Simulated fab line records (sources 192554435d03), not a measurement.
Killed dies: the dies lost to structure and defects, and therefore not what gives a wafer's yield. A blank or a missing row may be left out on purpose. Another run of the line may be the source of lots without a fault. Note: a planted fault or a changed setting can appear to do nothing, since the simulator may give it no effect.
What tool caused it?	flow n5 finfet	Sampling: 9 lots, 27 wafers, 5 of 1938 route steps

== WHAT EACH GAUGE READ, for each wafer ==
N5_DUMMY_REMOVAL_INSPECT_06: inspects for defects (brightfield). Usual: raw defect count reads 14 (standard deviation 6.9).
lot	measured	on	raw defect count	flag
L310	day 4 17:41	defect inspect-02	6 10 5	
L313	day 5 11:25	defect inspect-02	12 6 11	
L314	day 5 18:07	defect inspect-01	14 22 18	
L321	day 7 13:24	defect inspect-01	10 5 25	
L322	day 7 16:09	defect inspect-01	6 13 5	
L326	day 8 19:32	defect inspect-01	15 8 3	
L328	day 9 03:43	defect inspect-02	18 13 7	
L329	day 9 09:57	defect inspect-02	14 14 14	
L330	day 9 21:26	defect inspect-02	16 8 12	

N5_HKMG_FIN_OVL_MEAS_50. Usual: NDIPOLE_OVL gives -0.1 nm (standard deviation 0.64).
lot	measured	on	NDIPOLE_OVL (nm)	flag
L310	day 4 19:01	overlay-01	-0.4 0.5 -1.0	
L313	day 5 14:04	overlay-01	-0.3 0.6 -0.4	
L314	day 5 19:35	overlay-02	-0.3 -0.3 -0.1	
L321	day 7 15:04	overlay-02	1.0 0.4 0.6	
L322	day 7 18:10	overlay-02	0.3 -0.4 0.8	
L326	day 8 20:45	overlay-01	0.2 -0.1 0.4	
L328	day 9 05:02	overlay-02	-0.8 -1.2 -0.9	
L329	day 9 11:18	overlay-01	0.0 -0.3 0.0	
L330	day 9 22:46	overlay-02	-1.0 -0.2 -0.5	

N5_BEOL_M4_RC_MEAS_101. Usual: DIBL_N 36.4 mV/V, standard deviation 1.6; DIBL_P 36.2 mV/V, standard deviation 1.8; IOFF_N 0.159 nA/um, standard deviation 0.029; IOFF_P 0.21 nA/um, standard deviation 0.034; ION_N 670 uA/um, standard deviation 12; ION_P 459 uA/um, standard deviation 8.2; SS_N 71.5 mV/dec, standard deviation 0.59; SS_P 73.2 mV/dec, standard deviation 0.54; VT_N 250 mV, standard deviation 3.3; VT_P -250 mV, standard deviation 3.7.
lot	measured	on	DIBL_N (mV/V)	DIBL_P (mV/V)	IOFF_N (nA/um)	IOFF_P (nA/um)	ION_N (uA/um)	ION_P (uA/um)	SS_N (mV/dec)	SS_P (mV/dec)	VT_N (mV)	VT_P (mV)	flag
L310	day 9 17:08	prober-02	38.1 39.7 37.4	36.5 38.4 35.3	0.204 0.260 0.191	0.25 0.31 0.24	697 698 683	472 477 469	72.2 72.9 72.1	73.0 73.5 73.2	248 243 247	-247 -241 -247	
L313	day 10 00:43	prober-01	35.7 37.6 37.2	36.0 38.7 38.2	0.152 0.200 0.187	0.24 0.28 0.27	668 680 688	469 470 472	71.6 71.9 72.0	73.0 73.7 74.3	248 246 244	-247 -248 -246	
L314	day 11 03:57	prober-01	35.2 35.8 37.1	33.9 34.4 36.6	0.121 0.130 0.148	0.16 0.16 0.19	656 657 664	441 441 452	71.2 71.6 71.6	73.0 72.5 73.4	254 257 252	-259 -258 -256	
L321	day 11 18:23	prober-02	35.5 35.2 36.1	35.8 35.1 32.9	0.130 0.126 0.127	0.20 0.18 0.15	656 668 643	452 461 445	71.0 70.8 72.0	73.0 72.8 72.8	253 254 256	-251 -252 -255	
L322	day 12 21:51	prober-02	34.7 36.9 36.5	34.2 36.8 35.8	0.115 0.151 0.152	0.17 0.23 0.20	649 661 657	448 456 452	70.8 71.6 70.8	72.9 73.2 73.2	254 249 252	-255 -250 -253	
L326	day 13 05:46	prober-02	39.8 34.7 37.9	38.1 34.4 36.6	0.211 0.128 0.181	0.25 0.20 0.24	673 667 677	456 459 458	72.7 70.1 72.7	74.5 72.9 73.4	243 251 246	-251 -249 -248	
L328	day 13 23:15	prober-02	35.5 38.6 36.9	34.9 39.7 37.1	0.113 0.190 0.152	0.14 0.20 0.16	649 673 675	443 453 455	71.2 72.2 71.9	72.3 73.7 72.9	257 250 251	-262 -253 -258	
L329	day 14 19:29	prober-01	36.1 37.3 33.1	37.1 39.1 34.9	0.157 0.196 0.117	0.22 0.26 0.19	657 689 652	458 472 460	71.7 71.7 70.8	73.4 73.6 72.5	253 247 253	-250 -248 -250	
L330	day 14 23:20	prober-02	37.0 32.8 32.9	37.7 33.8 34.5	0.179 0.114 0.119	0.27 0.20 0.23	671 657 660	468 466 464	72.1 70.8 70.8	73.9 72.3 73.0	248 255 249	-245 -246 -247	

== EACH LOT AND THE TOOL THAT RAN IT (in order: tool; ch and the chambers of the sampled wafers; start) ==
lot	N5_DUMMY_REMOVAL_STRIP_10	N5_HKMG_FIN_ETCH_58
L310	rie diel-05 ch 0,2,3, day 4 17:31	rie diel-06 ch 0,1,2, day 4 19:22
L313	rie diel-05 ch 0,1,2, day 5 11:15	rie diel-03 ch 0,1,2, day 5 14:26
L314	rie diel-05 ch 0,1, day 5 17:57	rie diel-01 ch 1,3, day 5 20:11
L321	rie diel-02 ch 1,2, day 7 13:14	rie diel-01 ch 0,1, day 7 15:26
L322	rie diel-04 ch 1,2,3, day 7 15:59	rie diel-01 ch 0,1,2, day 7 18:32
L326	rie diel-05 ch 0,2,3, day 8 19:22	rie diel-03 ch 0,3, day 8 21:07
L328	rie diel-05 ch 0,1, day 9 03:33	rie diel-06 ch 0,2,3, day 9 05:44
L329	rie diel-05 ch 0,1,2, day 9 09:47	rie diel-03 ch 0,2,3, day 9 11:40
L330	rie diel-02 ch 1,2,3, day 9 21:16	rie diel-03 ch 2,3, day 9 23:07
- N5_DUMMY_REMOVAL_STRIP_10: strips in N2/H2, time 40 s.
- N5_HKMG_FIN_ETCH_58: etches SOC in N2/H2, target depth 215.8 nm, time 741 s.

== WHAT THE TOOLS THEMSELVES READ (means of the sampled wafers that have a number; where no wafer has one, the mark that the record gives instead) ==
N5_DUMMY_REMOVAL_STRIP_10. Usual: drypump motor current A is 5.7 A with standard deviation 0.42, h2 flow sccm is 300.1 sccm with standard deviation 0.75, oes product au is 0.81 a.u. with standard deviation 0.1, rf vpp V is 45.3 V with standard deviation 0.95, showerhead plenum p Torr is 3.39 Torr with standard deviation 0.13, temp c is 39.98 C with standard deviation 0.11, and throttle valve pct is 12.32 % with standard deviation 0.24.
lot	tool	drypump motor current A (A)	h2 flow sccm (sccm)	oes product au (a.u.)	rf vpp V (V)	showerhead plenum p Torr (Torr)	temp c (C)	throttle valve pct (%)	flag
L310	rie diel-05	5.6	300.6	0.82	44.4	3.37	39.98	12.19	
L313	rie diel-05	5.8	299.0	0.76	45.3	3.31	39.99	12.41	
L314	rie diel-05	6.0	300.9	0.72	45.3	3.34	39.85	12.56	
L321	rie diel-02	5.6	299.6	0.92	44.9	3.50	39.99	12.09	
L322	rie diel-04	5.8	300.3	0.79	45.5	3.40	40.02	12.38	
L326	rie diel-05	5.6	300.6	0.79	45.6	3.36	40.03	12.26	
L328	rie diel-05	6.0	299.9	0.70	45.0	3.32	40.03	12.63	
L329	rie diel-05	5.8	299.9	0.74	44.9	3.29	39.92	12.48	
L330	rie diel-02	5.6	300.2	0.89	45.3	3.41	39.93	12.16	

N5_HKMG_FIN_ETCH_58. Usual: drypump motor current A is 5.8 A with standard deviation 0.46, h2 flow sccm is 200.1 sccm with standard deviation 0.57, oes product au is 0.78 a.u. with standard deviation 0.093, rf fwd power W is 874.4 W with standard deviation 2.7, rf vpp V is 99.1 V with standard deviation 0.99, showerhead plenum p Torr is 2.53 Torr with standard deviation 0.095, and throttle valve pct is 17.85 % with standard deviation 0.26.
lot	tool	drypump motor current A (A)	h2 flow sccm (sccm)	oes product au (a.u.)	rf fwd power W (W)	rf vpp V (V)	showerhead plenum p Torr (Torr)	throttle valve pct (%)	flag
L310	rie diel-06	5.8	199.6	0.73	874.8	98.8	2.53	17.83	
L313	rie diel-03	5.6	199.9	0.71	874.7	99.1	2.49	18.11	
L314	rie diel-01	5.4	199.8	0.73	871.8	98.1	2.45	18.10	
L321	rie diel-01	5.4	200.4	0.72	872.1	98.8	2.49	18.19	
L322	rie diel-01	5.5	199.8	0.74	945.1	96.9	2.53	18.05	OFF
L326	rie diel-03	5.7	200.6	0.76	874.2	98.8	2.50	17.70	
L328	rie diel-06	5.8	199.9	0.87	875.9	98.4	2.51	17.79	
L329	rie diel-03	5.9	200.4	0.81	872.0	98.7	2.59	17.69	
L330	rie diel-03	6.3	200.3	0.83	873.2	99.4	2.67	17.58	

== THE ANSWER, worked out from the rows above alone ==
Rule: take the mean of a lot's wafers that have a number; if it is more than 3 standard deviations from the usual mean, the lot is off. A lot without any number at a reading at which 4 lots or more have one is off too. The other lots that the step has rows for count as sound. Order of review: gauges by route order, followed by the tools' own readings, for which a lot's mean as printed above is used. At the first step where some lot is off, the reading lying furthest off is the one used; lots without a number count as furthest.
Off at N5_HKMG_FIN_ETCH_58 (rf fwd power W): L322.
If a tool, at that step or one of the process steps before it, ran each lot that is off and ran no sound lot following the first of them, it fits. This does not decide it: 2 tools fit, namely rie diel-04 at N5_DUMMY_REMOVAL_STRIP_10 and rie diel-01 at N5_HKMG_FIN_ETCH_58.

== WHAT THE SIMULATOR HAD INSERTED ==
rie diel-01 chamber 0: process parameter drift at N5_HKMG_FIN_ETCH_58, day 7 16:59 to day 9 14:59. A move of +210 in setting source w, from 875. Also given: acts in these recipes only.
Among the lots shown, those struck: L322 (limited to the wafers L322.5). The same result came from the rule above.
